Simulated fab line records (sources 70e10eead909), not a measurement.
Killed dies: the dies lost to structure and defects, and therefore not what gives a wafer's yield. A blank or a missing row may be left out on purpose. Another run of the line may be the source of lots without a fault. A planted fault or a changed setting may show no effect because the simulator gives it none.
fab line records	flow nand_harc
record: lots: 24	wafers: 72	last_day: 33
route steps=1302 shown A_SLIT@923 A_WL_FILL@953
lots with no fault: from the same line, run without faults
start_h: the number of hours between the record's first day and the start of the first shown wafer of the lot	wait_h: how many hours have passed since the lot's step before this one	" repeats the value in the row above	L1.1+2: several wafers, shown together as one row	- no value present, or no start provided	* or withheld: withheld	< > ~ a bound
route shown NAME@n: NAME is a module with steps in the file, n the number in the route of the first one	usual: the fault-free wafers' mean and standard deviation	same: alike in all rows	chamber/n: place in a boat	sites: the reading at each site	_std_site: their standard deviation	_edge_site: outer sites' mean less inner sites'	radius_mm: for every site, how far away it sits from the centre of the wafer	mask NAME#n: copy n	behind: the most recent tool/chamber to have shaped the wafer	hold: reason for holding the lot/hours on hold/outcome of the hold	device: transistor that didn't switch, given as n, p or np	end of line: tests of these same wafers at the route's end	a step with no rows: only its recipe	killed: dies lost to structure and defects at the first sort, not the wafer's yield	map: shows each die of a wafer: x if killed, . if not, _ if none is there
set.NAME: setting as actually run; set.NAME@STEP: the setting as run at that earlier step	model.NAME: the simulator's own value behind a step, which no gauge read
a sample of lots followed through the steps of the route, with each step as a table and each wafer as a row
services: from which hour (start_h, from the record's first day; less than 0 if before it) a tool's chamber was out of use, for how many hours, and why
== steps ==
step: NHARC_A_SLIT_DEP_00
recipe: target_thk_a: 62000	temp_c: 400	material: aC
usual: throttle_valve_pct: 35.001/0.0085
lot.wafer	tool	chamber	start_h	wait_h	throttle_valve_pct
L076.1	acl_dep-03	0	458.35	-	35.003
L076.2	"	0	"	"	34.997
L076.4	"	0	460.22	-	34.995
L074.1	acl_dep-01	0	459.79	-	34.994
L074.5	"	0	462.30	-	35.001
L074.6	"	0	"	"	35.010
L075.2	acl_dep-03	0	462.71	4.3	34.988
L075.4	"	0	463.96	5.4	34.993
L075.5	"	0	"	"	35.018
L077.3	acl_dep-01	0	471.84	-	35.007
L077.4	"	0	"	"	35.004
L077.5	"	0	"	"	34.991
L078.1	acl_dep-02	0	482.21	-	35.011
L078.3	"	0	483.48	-	35.003
L078.4	"	0	"	"	35.006
L079.1	acl_dep-02	0	499.35	-	35.004
L079.2	"	0	"	"	35.011
L079.3	"	0	"	"	35.013
L080.2	acl_dep-03	0	500.45	-	35.009
L080.3	"	0	"	"	35.004
L080.5	"	0	502.30	-	35.001
L081.3	acl_dep-01	0	522.98	-	35.011
L081.5	"	0	524.22	-	34.994
L081.6	"	0	"	"	35.001
L083.2	acl_dep-03	0	541.13	-	35.008
L083.3	"	0	"	"	35.014
L083.6	"	0	543.63	-	35.012
L082.2	acl_dep-02	0	542.61	-	35.014
L082.4	"	0	543.86	-	34.992
L082.5	"	0	"	"	35.001
L086.2	acl_dep-02	0	556.88	-	35.001
L086.5	"	0	558.78	-	34.984
L086.6	"	0	"	"	34.992
L084.3	acl_dep-03	0	558.63	-	35.010
L084.5	"	0	559.90	-	35.003
L084.6	"	0	"	"	34.990
L087.3	acl_dep-03	0	567.89	-	34.993
L087.5	"	0	569.14	-	35.001
L087.6	"	0	"	"	35.003
L085.3	acl_dep-01	0	568.65	-	35.000
L085.4	"	0	"	"	35.007
L085.5	"	0	"	"	35.000
L088.1	acl_dep-02	0	587.67	-	34.999
L088.3	"	0	588.92	-	35.004
L088.6	"	0	590.80	-	35.018
L089.1	acl_dep-03	0	587.70	-	34.991
L089.4	"	0	589.58	-	35.009
L089.5	"	0	"	"	34.990
L090.2	acl_dep-03	0	600.76	-	34.999
L090.3	"	0	"	"	34.979
L090.6	"	0	603.29	-	34.998
L092.1	acl_dep-01	0	624.49	-	34.985
L092.2	"	0	"	"	35.001
L092.5	"	0	626.99	-	34.995
L091.3	acl_dep-03	0	625.73	-	35.004
L091.4	"	0	"	"	35.001
L091.5	"	0	"	"	34.989
L093.1	acl_dep-02	0	630.37	1.1	35.004
L093.5	"	0	632.88	3.3	35.005
L093.6	"	0	"	"	34.997
L094.1	acl_dep-03	0	635.04	-	35.009
L094.2	"	0	"	"	35.021
L094.5	"	0	637.51	-	34.998
L096.2	acl_dep-01	0	657.96	-	34.998
L096.3	"	0	"	"	35.016
L096.4	"	0	"	"	34.999
L095.2	acl_dep-02	0	658.13	1.0	34.986
L095.4	"	0	659.37	2.1	34.998
L095.5	"	0	"	"	35.006
L097.2	acl_dep-03	0	675.92	-	34.994
L097.3	"	0	"	"	35.001
L097.6	"	0	678.41	-	35.003
step: NHARC_A_WL_FILL_RTA_01
recipe: temp_c: 1000	time_s: 5
usual: anneal_temp_c_max: 1003.9/0.75	lamp_power_pct: 27.6/0.64	lamp_zone_4_pct: 27.6/0.64	wafer_temp_C_max: 1006.2/1.3
lot.wafer	tool	chamber	start_h	wait_h	anneal_temp_c_max	lamp_power_pct	lamp_zone_4_pct	wafer_temp_C_max
L076.1	rtp_anneal-01	0	476.48	-	1005.0	28.2	28.3	1005.7
L076.2	"	0	"	"	1005.4	28.2	28.2	1006.3
L076.4	"	0	"	"	1003.2	28.2	28.2	1006.5
L074.1	rtp_anneal-01	0	478.32	-	1004.6	28.2	28.3	1007.2
L074.5	"	0	"	"	1004.7	28.2	28.2	1006.0
L074.6	"	0	"	"	1004.3	28.2	28.2	1005.9
L075.2	rtp_anneal-02	0	482.12	-	1002.5	26.9	26.9	1005.4
L075.4	"	0	"	"	1003.1	26.9	26.9	1004.8
L075.5	"	0	"	"	1004.4	26.9	26.9	1005.5
L077.3	rtp_anneal-01	0	490.16	-	1003.5	28.2	28.3	1007.0
L077.4	"	0	"	"	1003.6	28.3	28.2	1004.9
L077.5	"	0	"	"	1003.7	28.2	28.2	1007.8
L078.1	rtp_anneal-02	0	500.96	-	1004.8	27.0	27.0	1004.4
L078.3	"	0	"	"	1003.1	27.0	26.9	1004.0
L078.4	"	0	"	"	1002.9	27.0	27.0	1005.0
L079.1	rtp_anneal-01	0	517.17	-	1005.0	28.2	28.2	1006.7
L079.2	"	0	"	"	1005.0	28.2	28.2	1007.0
L079.3	"	0	"	"	1005.5	28.2	28.2	1008.1
L080.2	rtp_anneal-02	0	522.02	-	1004.3	26.9	26.9	1005.5
L080.3	"	0	"	"	1003.5	26.9	27.0	1004.6
L080.5	"	0	"	"	1003.4	26.9	26.9	1003.5
L081.3	rtp_anneal-02	0	539.76	0.3	1002.7	26.9	26.9	1004.6
L081.5	"	0	"	"	1003.9	26.9	26.9	1006.3
L081.6	"	0	"	"	1003.5	26.9	27.0	1005.4
L082.2	rtp_anneal-02	0	558.79	-	1003.1	26.9	26.9	1004.7
L082.4	"	0	"	"	1003.0	26.9	26.9	1004.2
L082.5	"	0	"	"	1003.3	26.9	27.0	1007.1
L083.2	rtp_anneal-01	0	558.89	-	1003.8	28.2	28.2	1008.4
L083.3	"	0	"	"	1003.8	28.2	28.2	1007.9
L083.6	"	0	"	"	1004.5	28.2	28.2	1007.4
L086.2	rtp_anneal-01	0	574.47	-	1004.0	28.2	28.2	1007.7
L086.5	"	0	"	"	1005.1	28.3	28.2	1007.2
L086.6	"	0	"	"	1004.0	28.2	28.2	1005.6
L084.3	rtp_anneal-02	0	574.48	-	1004.1	26.9	26.9	1006.6
L084.5	"	0	"	"	1004.2	26.9	26.9	1005.8
L084.6	"	0	"	"	1004.3	27.0	26.9	1007.0
L087.3	rtp_anneal-02	0	584.53	-	1004.3	26.9	26.9	1004.1
L087.5	"	0	"	"	1002.7	27.0	26.9	1006.2
L087.6	"	0	"	"	1003.6	26.9	26.9	1005.8
L085.3	rtp_anneal-01	0	584.70	-	1005.0	28.2	28.2	1006.3
L085.4	"	0	"	"	1003.3	28.3	28.3	1007.6
L085.5	"	0	"	"	1003.6	28.2	28.2	1006.8
L088.1	rtp_anneal-02	0	607.10	-	1004.0	26.9	26.9	1005.4
L088.3	"	0	"	"	1004.7	27.0	27.0	1006.3
L088.6	"	0	"	"	1003.2	27.0	26.9	1005.0
L089.1	rtp_anneal-01	0	610.15	-	1004.0	28.3	28.3	1008.2
L089.4	"	0	"	"	1003.5	28.3	28.2	1006.5
L089.5	"	0	"	"	1003.3	28.2	28.2	1005.4
L090.2	rtp_anneal-02	0	619.56	-	1003.0	26.9	26.9	1007.3
L090.3	"	0	"	"	1003.0	27.0	27.0	1007.2
L090.6	"	0	"	"	1003.3	26.9	26.9	1004.1
L091.3	rtp_anneal-02	0	642.44	-	1003.0	26.9	26.9	1005.3
L091.4	"	0	"	"	1002.5	26.9	26.9	1005.3
L091.5	"	0	"	"	1003.8	26.9	26.9	1007.0
L092.1	rtp_anneal-01	0	642.52	-	1004.6	28.2	28.2	1007.8
L092.2	"	0	"	"	1003.5	28.2	28.2	1006.5
L092.5	"	0	"	"	1003.8	28.1	28.2	1007.4
L093.1	rtp_anneal-01	0	648.34	-	1003.9	28.2	28.2	1006.1
L093.5	"	0	"	"	1004.9	28.2	28.2	1007.6
L093.6	"	0	"	"	1005.0	28.2	28.2	1006.0
L094.1	rtp_anneal-01	0	656.22	-	1003.6	28.2	28.2	1006.5
L094.2	"	0	"	"	1004.9	28.2	28.2	1007.6
L094.5	"	0	"	"	1004.6	28.2	28.2	1007.4
L096.2	rtp_anneal-01	0	675.14	-	1004.6	28.2	28.2	1004.8
L096.3	"	0	"	"	1004.8	28.2	28.2	1008.2
L096.4	"	0	"	"	1005.4	28.3	28.2	1007.4
L095.2	rtp_anneal-02	0	675.14	-	1003.1	27.0	26.9	1005.1
L095.4	"	0	"	"	1004.1	26.9	26.9	1004.4
L095.5	"	0	"	"	1004.2	27.0	26.9	1005.9
L097.2	rtp_anneal-01	0	693.77	-	1003.9	28.2	28.2	1005.8
L097.3	"	0	"	"	1004.4	28.2	28.2	1008.0
L097.6	"	0	"	"	1005.7	28.2	28.2	1006.9
step: NHARC_A_WL_FILL_STRIP_27
recipe: power_w: 1500	temp_c: 250	time_s: 20	chemistry: N2/H2
usual: drypump_motor_current_A: 5.43/0.3	heater_power_w: 332/32
lot.wafer	tool	chamber	start_h	wait_h	drypump_motor_current_A	heater_power_w	rf_hours_counter_h
L076.2	plasma_asher-02	0	477.89	0.1	5.52	313	9
L076.1	"	1	"	"	5.42	309	9
L076.4	"	1	"	"	5.44	309	-
L074.1	plasma_asher-01	1	479.82	0.1	4.93	342	16
L074.5	"	0	"	"	5.79	391	-
L074.6	"	1	"	"	4.94	346	-
L075.2	plasma_asher-02	0	483.52	0.1	5.56	319	10
L075.4	"	0	"	"	5.57	320	-
L075.5	"	1	"	"	5.39	305	-
L077.3	plasma_asher-01	1	491.71	0.1	4.94	342	-
L077.4	"	0	"	"	5.80	378	-
L077.5	"	1	"	"	4.96	361	-
L078.1	plasma_asher-02	0	502.36	0.1	5.59	310	14
L078.4	"	0	"	"	5.56	324	-
L078.3	"	1	"	"	5.43	309	-
L079.2	plasma_asher-01	0	518.57	0.1	5.77	392	25
L079.1	"	1	"	"	4.94	343	25
L079.3	"	1	"	"	4.94	344	-
L080.2	plasma_asher-02	0	523.40	0.1	5.56	311	18
L080.3	"	0	"	"	5.55	325	-
L080.5	"	0	"	"	5.58	319	-
L081.3	plasma_asher-01	0	541.24	0.2	5.79	380	-
L081.5	"	0	"	"	5.79	383	-
L081.6	"	1	"	"	4.95	347	-
L082.2	plasma_asher-01	1	560.19	0.1	4.95	345	33
L082.4	"	1	"	"	4.94	336	-
L082.5	"	1	"	"	4.93	339	-
L083.2	plasma_asher-01	0	560.50	0.1	5.79	379	33
L083.3	"	1	"	"	4.94	338	-
L083.6	"	1	"	"	4.93	337	-
L084.3	plasma_asher-02	0	575.91	0.2	5.55	320	-
L084.5	"	1	"	"	5.39	301	-
L084.6	"	0	"	"	5.52	322	-
L086.2	plasma_asher-02	0	576.05	0.1	5.56	318	32
L086.5	"	1	"	"	5.42	309	-
L086.6	"	0	"	"	5.52	326	-
L087.3	plasma_asher-02	1	585.92	0.1	5.41	306	-
L087.6	"	1	"	"	5.39	307	-
L087.5	"	0	"	"	5.57	321	-
L085.3	plasma_asher-01	0	586.17	0.2	5.76	383	-
L085.4	"	1	"	"	4.93	321	-
L085.5	"	1	"	"	4.93	331	-
L088.1	plasma_asher-01	0	608.72	0.3	5.78	397	7
L088.3	"	0	"	"	5.78	386	-
L088.6	"	1	"	"	4.94	327	-
L089.1	plasma_asher-01	1	611.65	0.1	4.93	329	8
L089.4	"	0	"	"	5.77	381	-
L089.5	"	1	"	"	4.96	330	-
L090.2	plasma_asher-02	1	620.99	0.1	5.40	292	1
L090.3	"	0	"	"	5.56	309	-
L090.6	"	0	"	"	5.52	313	-
L091.3	plasma_asher-01	1	644.07	0.4	4.93	327	-
L091.4	"	0	"	"	5.78	375	-
L091.5	"	1	"	"	4.96	324	-
L092.1	plasma_asher-02	1	644.38	0.4	5.41	284	5
L092.2	"	0	"	"	5.55	314	5
L092.5	"	0	"	"	5.57	326	-
L093.1	plasma_asher-02	1	649.77	0.1	5.41	289	7
L093.6	"	0	"	"	5.60	320	-
L093.5	"	1	"	"	5.43	287	-
L094.2	plasma_asher-02	0	657.62	0.1	5.56	324	8
L094.1	"	1	"	"	5.39	286	8
L094.5	"	0	"	"	5.60	320	-
L096.2	plasma_asher-01	1	676.55	0.1	4.93	326	22
L096.4	"	0	"	"	5.76	383	-
L096.3	"	1	"	"	4.93	328	-
L095.2	plasma_asher-02	1	676.84	0.1	5.43	290	12
L095.4	"	0	"	"	5.63	318	-
L095.5	"	1	"	"	5.39	290	-
L097.2	plasma_asher-02	1	695.16	0.1	5.41	289	15
L097.3	"	0	"	"	5.62	315	-
L097.6	"	0	"	"	5.63	321	-
step: NHARC_A_WL_FILL_ETCHBACK_16
recipe: target_depth_a: 1200	time_s: 24	c4f8_flow_sccm: withheld	o2_flow_sccm: 8	ar_flow_sccm: withheld	rf_w: 600	bias_w: 800	chemistry: C4F8/O2/Ar
usual: oes_product_au: 0.98/0.033	rf_fwd_power_W: 588/3.7	rf_vpp_V: 722/3.7
lot.wafer	tool	chamber	start_h	wait_h	oes_product_au	rf_fwd_power_W	rf_hours_counter_h	rf_vpp_V
L074.1	rie_diel-09	0	-	-	0.92	585	3.9	724
L074.6	"	3	"	"	0.92	589	-	721
L074.5	"	0	"	"	0.92	586	-	724
L076.1	rie_diel-03	2	-	-	1.01	589	0.3	727
L076.4	"	3	"	"	0.99	586	0.2	727
L076.2	"	0	"	"	0.99	585	0.2	720
L075.2	rie_diel-09	3	-	-	0.91	586	4.1	721
L075.4	"	0	"	"	0.90	585	4.3	725
L075.5	"	0	"	"	0.91	585	-	724
L077.4	rie_diel-03	3	-	-	0.98	585	0.8	728
L077.3	"	0	"	"	0.99	583	0.9	718
L077.5	"	3	"	"	0.98	585	-	728
L078.1	rie_diel-02	3	-	-	0.99	589	5.3	721
L078.4	"	0	"	"	1.00	594	5.8	717
L078.3	"	1	"	"	1.01	593	5.9	723
L079.2	rie_diel-02	0	-	-	0.93	595	6.4	716
L079.1	"	1	"	"	0.94	590	6.6	725
L079.3	"	2	"	"	0.91	591	7.0	719
L080.3	rie_diel-03	3	-	-	0.99	583	1.9	727
L080.2	"	1	"	"	1.01	593	2.0	719
L080.5	"	2	"	"	1.01	590	-	726
L081.3	rie_diel-03	1	-	-	1.01	595	2.5	718
L081.6	"	1	"	"	1.01	595	-	720
L081.5	"	2	"	"	1.00	591	-	728
L082.2	rie_diel-03	0	-	-	0.95	585	2.6	720
L082.4	"	3	"	"	0.95	586	2.8	729
L082.5	"	0	"	"	0.95	588	-	719
L083.2	rie_diel-03	0	-	-	0.97	583	2.7	720
L083.3	"	2	"	"	0.98	591	2.9	727
L083.6	"	0	"	"	0.97	586	-	719
L086.2	rie_diel-03	0	-	-	0.99	587	2.9	720
L086.6	"	3	"	"	0.99	581	-	728
L086.5	"	0	"	"	0.97	587	-	721
L084.3	rie_diel-02	0	-	-	0.99	595	0.3	716
L084.5	"	1	"	"	1.01	591	-	725
L084.6	"	2	"	"	0.99	589	-	717
L087.3	rie_diel-09	0	-	-	1.02	587	2.3	725
L087.5	"	2	"	"	1.02	586	-	721
L087.6	"	3	"	"	1.00	591	-	724
L085.3	rie_diel-03	0	-	-	0.98	587	3.4	719
L085.4	"	2	"	"	1.00	587	3.7	726
L085.5	"	0	"	"	0.96	583	-	720
L088.3	rie_diel-02	1	-	-	1.01	591	2.8	726
L088.1	"	3	"	"	0.99	584	2.6	722
L088.6	"	0	"	"	1.00	589	-	716
L089.4	rie_diel-09	0	-	-	1.01	585	2.5	726
L089.1	"	1	"	"	0.99	591	2.7	722
L089.5	"	3	"	"	1.00	589	-	721
L090.3	rie_diel-02	0	-	-	0.93	592	3.3	717
L090.2	"	2	"	"	0.93	586	2.4	718
L090.6	"	0	"	"	0.94	594	-	716
L092.1	rie_diel-03	1	-	-	1.01	595	0.3	718
L092.2	"	2	"	"	1.01	591	0.4	726
L092.5	"	0	"	"	1.00	588	-	720
L091.3	rie_diel-02	2	-	-	0.94	585	4.1	718
L091.4	"	3	"	"	0.92	584	4.5	720
L091.5	"	2	"	"	0.94	585	-	718
L093.1	rie_diel-09	0	-	-	0.96	587	3.6	726
L093.5	"	2	"	"	0.98	587	-	722
L093.6	"	3	"	"	0.97	586	-	722
L094.2	rie_diel-09	2	-	-	0.93	587	3.8	721
L094.1	"	3	"	"	0.92	588	3.7	722
L094.5	"	2	"	"	0.94	587	-	721
L096.4	rie_diel-09	3	-	-	1.01	589	0.1	722
L096.2	"	1	"	"	1.01	590	0.1	722
L096.3	"	2	"	"	1.01	589	0.1	720
L095.4	rie_diel-02	3	-	-	0.98	588	7.5	721
L095.2	"	0	"	"	1.00	592	7.5	717
L095.5	"	2	"	"	1.00	591	-	717
L097.2	rie_diel-03	2	-	-	1.02	587	1.7	726
L097.3	"	3	"	"	1.00	586	1.9	727
L097.6	"	0	"	"	1.00	585	-	720
step: NHARC_A_WL_FILL_ALD_19
recipe: target_thk_a: 20	pulse_time_s: 3	ald_cycles: 100	temp_c: 450	material: TiN
usual: heater_power_outer_w: 706/74	heater_power_w: 1106/120	precursor_pulse_height_rel: 1.003/0.02
lot.wafer	tool	chamber	start_h	wait_h	heater_power_outer_w	heater_power_w	precursor_pulse_height_rel
L074.1	ald_metal-04	2	493.59	0.1	596	951	0.987
L074.5	"	2	"	"	596	950	0.987
L074.6	"	3	"	"	844	1214	1.031
L076.4	ald_metal-02	0	493.60	0.1	681	1172	0.971
L076.2	"	2	"	"	684	1055	1.032
L076.1	"	3	"	"	673	1006	0.997
L075.4	ald_metal-04	0	502.29	0.1	777	1151	1.015
L075.2	"	2	"	"	598	976	1.022
L075.5	"	1	"	"	741	1175	0.978
L077.3	ald_metal-04	0	507.84	0.1	779	1162	1.017
L077.4	"	3	"	"	795	1239	1.022
L077.5	"	1	"	"	743	1148	1.005
L078.3	ald_metal-02	0	518.06	0.1	688	1197	1.016
L078.4	"	1	"	"	660	915	1.008
L078.1	"	3	"	"	651	1014	1.011
L079.1	ald_metal-04	1	534.34	0.1	734	1188	0.989
L079.2	"	2	"	"	607	954	0.986
L079.3	"	0	"	"	813	1153	0.997
L080.2	ald_metal-04	0	540.58	0.1	760	1185	1.021
L080.3	"	1	"	"	730	1137	0.991
L080.5	"	3	"	"	798	1253	0.975
L081.3	ald_metal-04	3	560.53	0.1	801	1284	1.029
L081.6	"	3	"	"	830	1269	1.029
L081.5	"	2	"	"	610	940	1.003
L083.3	ald_metal-04	2	576.47	0.1	614	948	1.002
L083.2	"	3	"	"	792	1253	1.000
L083.6	"	2	"	"	613	961	1.005
L082.2	ald_metal-01	1	576.47	0.1	651	1080	1.003
L082.4	"	2	"	"	610	939	1.002
L082.5	"	1	"	"	653	1064	1.034
L084.3	ald_metal-01	2	594.24	0.1	604	957	0.994
L084.5	"	0	"	"	759	1202	0.982
L084.6	"	1	"	"	647	1067	1.029
L086.2	ald_metal-04	0	594.25	0.2	756	1187	1.017
L086.5	"	1	"	"	746	1186	1.036
L086.6	"	2	"	"	583	945	0.993
L085.4	ald_metal-01	2	603.02	0.1	638	942	0.983
L085.3	"	1	"	"	640	1055	1.018
L085.5	"	2	"	"	615	941	1.016
L087.3	ald_metal-02	2	603.08	0.2	665	1072	0.958
L087.6	"	3	"	"	673	1018	0.995
L087.5	"	0	"	"	689	1177	0.991
L088.3	ald_metal-01	0	626.27	0.1	747	1186	0.993
L088.1	"	1	"	"	645	1078	1.039
L088.6	"	3	"	"	715	1178	0.991
L089.1	ald_metal-04	2	629.92	0.1	601	975	1.041
L089.4	"	1	"	"	743	1130	0.995
L089.5	"	3	"	"	835	1266	1.009
L090.3	ald_metal-01	2	636.67	0.1	614	950	1.005
L090.2	"	1	"	"	648	1112	1.019
L090.6	"	2	"	"	618	969	0.990
L092.2	ald_metal-01	2	659.50	0.1	625	959	0.970
L092.1	"	1	"	"	657	1089	1.013
L092.5	"	2	"	"	626	930	1.023
L091.3	ald_metal-02	1	659.52	0.1	661	906	1.024
L091.4	"	2	"	"	672	1077	1.043
L091.5	"	1	"	"	665	946	0.995
L093.1	ald_metal-04	2	666.11	0.1	607	906	1.018
L093.6	"	1	"	"	787	1195	1.021
L093.5	"	2	"	"	592	916	0.997
L094.2	ald_metal-01	3	673.21	0.1	740	1203	1.020
L094.1	"	1	"	"	649	1063	0.974
L094.5	"	0	"	"	784	1200	1.005
L096.4	ald_metal-04	1	692.13	0.1	770	1203	1.032
L096.3	"	3	"	"	801	1282	1.004
L096.2	"	0	"	"	794	1189	0.955
L095.4	ald_metal-01	3	694.56	0.1	713	1191	0.971
L095.2	"	0	"	"	739	1178	1.007
L095.5	"	2	"	"	635	929	0.936
L097.3	ald_metal-04	0	710.86	0.1	830	1240	0.978
L097.2	"	3	"	"	828	1290	0.987
L097.6	"	1	"	"	791	1227	1.025
step: NHARC_A_WL_FILL_CMP_12
recipe: t_overpolish_s: 30	target_thk_nm: 100
usual: motor_current_A: 11.6/0.92	overpolish_run_s: 30.000/0.0086	time_to_endpoint_s: 20/3.1
lot.wafer	tool	chamber	start_h	wait_h	motor_current_A	overpolish_run_s	time_to_endpoint_s
L076.4	cmp-01	1	493.99	0.1	10.7	29.999	20
L076.2	"	3	"	"	11.4	30.010	21
L076.1	"	0	"	"	11.2	29.992	21
L074.1	cmp-03	0	494.02	0.2	14.3	30.001	19
L074.5	"	2	"	"	10.9	29.990	18
L074.6	"	3	"	"	10.4	29.991	21
L075.4	cmp-01	1	502.69	0.1	10.4	30.005	21
L075.2	"	2	"	"	13.3	30.000	21
L075.5	"	1	"	"	11.3	30.007	23
L077.4	cmp-02	0	508.22	0.1	11.1	29.996	21
L077.3	"	3	"	"	11.7	30.002	18
L077.5	"	1	"	"	11.6	29.994	19
L078.3	cmp-01	1	518.43	0.1	10.7	29.999	23
L078.1	"	2	"	"	12.6	30.000	21
L078.4	"	3	"	"	11.7	30.014	24
L079.3	cmp-02	1	534.73	0.1	11.0	29.993	26
L079.1	"	2	"	"	11.7	29.993	25
L079.2	"	3	"	"	11.6	30.008	26
L080.3	cmp-02	1	540.92	0.1	11.7	29.994	19
L080.2	"	3	"	"	12.0	30.005	21
L080.5	"	1	"	"	11.9	29.990	17
L081.3	cmp-01	0	561.00	0.2	11.1	30.004	23
L081.6	"	2	"	"	12.8	30.004	21
L081.5	"	3	"	"	11.2	29.995	23
L082.2	cmp-01	3	576.86	0.1	11.4	30.006	24
L082.4	"	1	"	"	10.3	29.996	21
L082.5	"	0	"	"	11.3	30.008	25
L083.3	cmp-03	3	576.90	0.2	10.7	30.002	22
L083.2	"	0	"	"	14.0	29.978	16
L083.6	"	1	"	"	11.2	30.010	13
L084.3	cmp-02	1	594.65	0.2	11.6	29.994	25
L084.5	"	2	"	"	12.2	30.012	23
L084.6	"	3	"	"	11.8	30.001	24
L086.2	cmp-03	3	594.69	0.2	10.3	30.004	17
L086.5	"	0	"	"	14.2	30.003	15
L086.6	"	1	"	"	11.1	29.995	11
L085.3	cmp-01	2	603.41	0.1	13.0	30.006	12
L085.4	"	0	"	"	11.4	29.992	18
L085.5	"	2	"	"	12.8	30.008	13
L087.3	cmp-02	3	603.43	0.1	11.6	29.997	24
L087.5	"	2	"	"	11.5	29.999	25
L087.6	"	3	"	"	11.5	29.996	24
L088.1	cmp-03	0	626.66	0.2	14.1	29.999	18
L088.3	"	2	"	"	10.8	30.005	20
L088.6	"	3	"	"	10.4	30.013	21
L089.4	cmp-02	1	630.30	0.1	10.8	30.006	22
L089.1	"	0	"	"	11.6	30.003	21
L089.5	"	1	"	"	11.7	30.022	21
L090.2	cmp-03	1	637.10	0.2	12.1	30.024	19
L090.3	"	2	"	"	11.0	30.000	22
L090.6	"	1	"	"	11.0	29.985	18
L092.1	cmp-02	3	659.88	0.1	12.2	29.995	21
L092.2	"	1	"	"	12.0	29.983	21
L092.5	"	3	"	"	12.2	29.993	22
L091.4	cmp-01	2	659.88	0.1	12.6	30.013	17
L091.3	"	3	"	"	11.1	30.009	22
L091.5	"	3	"	"	11.7	29.995	22
L093.1	cmp-01	2	666.55	0.2	12.1	30.012	16
L093.5	"	3	"	"	11.5	30.001	21
L093.6	"	0	"	"	11.4	30.005	22
L094.1	cmp-01	3	673.65	0.2	11.5	30.006	24
L094.2	"	0	"	"	10.8	30.001	21
L094.5	"	1	"	"	11.1	29.996	22
L096.4	cmp-02	3	692.51	0.1	11.9	29.995	22
L096.2	"	0	"	"	10.8	30.023	21
L096.3	"	1	"	"	11.9	30.009	21
L095.4	cmp-02	0	694.93	0.1	11.3	30.019	18
L095.2	"	1	"	"	11.2	29.997	19
L095.5	"	0	"	"	11.3	30.001	18
L097.2	cmp-01	2	711.44	0.2	12.8	30.003	13
L097.3	"	3	"	"	11.5	29.997	19
L097.6	"	1	"	"	11.1	30.017	16
== services ==
tool	chamber	start_h	hours	kind
rie_diel-03	1	446.54	1.7	repair
cmp-01	-	452.60	0.6	repair
rie_diel-03	-	458.36	9.0	pm
cmp-01	-	467.30	2.0	repair
ald_metal-04	-	474.00	10.0	pm
cmp-01	-	480.03	4.0	pm
acl_dep-03	-	480.28	13.0	pm
cmp-01	-	521.00	1.2	repair
ald_metal-04	0	546.34	24.7	repair
cmp-01	-	548.28	0.4	repair
plasma_asher-01	-	566.83	9.0	pm
cmp-01	-	578.03	4.0	pm
rie_diel-03	-	589.65	0.9	repair
ald_metal-04	3	591.85	24.9	repair
rie_diel-03	2	602.34	2.5	repair
plasma_asher-02	-	603.00	9.0	pm
rie_diel-03	2	622.11	8.9	repair
cmp-01	-	625.37	3.6	repair
rie_diel-03	-	635.36	9.0	pm
ald_metal-04	-	646.43	0.9	repair
ald_metal-04	-	652.00	10.0	pm
acl_dep-03	-	662.29	13.0	pm
ald_metal-04	-	683.11	1.2	repair
rtp_anneal-01	-	701.46	1.1	repair
== key ==
fault none
